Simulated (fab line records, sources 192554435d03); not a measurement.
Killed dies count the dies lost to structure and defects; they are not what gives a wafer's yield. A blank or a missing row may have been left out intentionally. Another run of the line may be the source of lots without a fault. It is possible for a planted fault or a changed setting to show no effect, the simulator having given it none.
Matching of chambers :: flow n5Finfet :: N5_ZERO_LAYER_ETCH_17 on rieDiel-05: 4 sister chambers
The step etches SiO2 in CF4, target depth 12 nm, time 13.3 s. 4 wafers are shown with their chamber, then 9 later ones without.

## WAFERS PAIRED WITH THEIR CHAMBERS
wafer: L082.3
chamber: 2
showerheadPlenumPTorr (Torr): 2.16

wafer: L087.1
chamber: 0
showerheadPlenumPTorr (Torr): 2.11

wafer: L087.2
chamber: 1
showerheadPlenumPTorr (Torr): 2.05

wafer: L087.5
chamber: 3
showerheadPlenumPTorr (Torr): 2.16

## WAFERS WHOSE CHAMBER IS MISSING
wafer: L091.1
showerheadPlenumPTorr (Torr): 2.15

wafer: L091.4
showerheadPlenumPTorr (Torr): 2.04

wafer: L091.5
showerheadPlenumPTorr (Torr): 2.15

wafer: L096.3
showerheadPlenumPTorr (Torr): 2.11

wafer: L096.4
showerheadPlenumPTorr (Torr): 2.04

wafer: L096.5
showerheadPlenumPTorr (Torr): 2.16

wafer: L097.2
showerheadPlenumPTorr (Torr): 2.04

wafer: L097.4
showerheadPlenumPTorr (Torr): 2.15

wafer: L097.5
showerheadPlenumPTorr (Torr): 2.16

## CHAMBER TAKEN BY EACH
wafer: L091.1
from the rows above: can't be placed: 2 or 3
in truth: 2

wafer: L091.4
from the rows above: 1
in truth: 1

wafer: L091.5
from the rows above: can't be placed: 2 or 3
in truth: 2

wafer: L096.3
from the rows above: 0
in truth: 0

wafer: L096.4
from the rows above: 1
in truth: 1

wafer: L096.5
from the rows above: can't be placed: 2 or 3
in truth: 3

wafer: L097.2
from the rows above: 1
in truth: 1

wafer: L097.4
from the rows above: can't be placed: 2 or 3
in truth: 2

wafer: L097.5
from the rows above: can't be placed: 2 or 3
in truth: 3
Correctly placed: 4 of 9. From these rows, 5 cannot be placed; in 5 the true chamber is one of the candidates. Number placed wrongly: 0.
How it was worked out, from the rows above alone: a wafer's distance from a chamber is the root of the sum, over the readings, of the square of ((its reading less the chamber's mean) divided by the reading's scatter). The wafer belongs to the nearest chamber; if the next one is less than 2 further off, it can't be placed. The mean given for a chamber averages the wafers shown for that chamber. The scatter: root of mean squared gap, hidden wafer to nearest shown wafer, with one shown wafer a chamber.
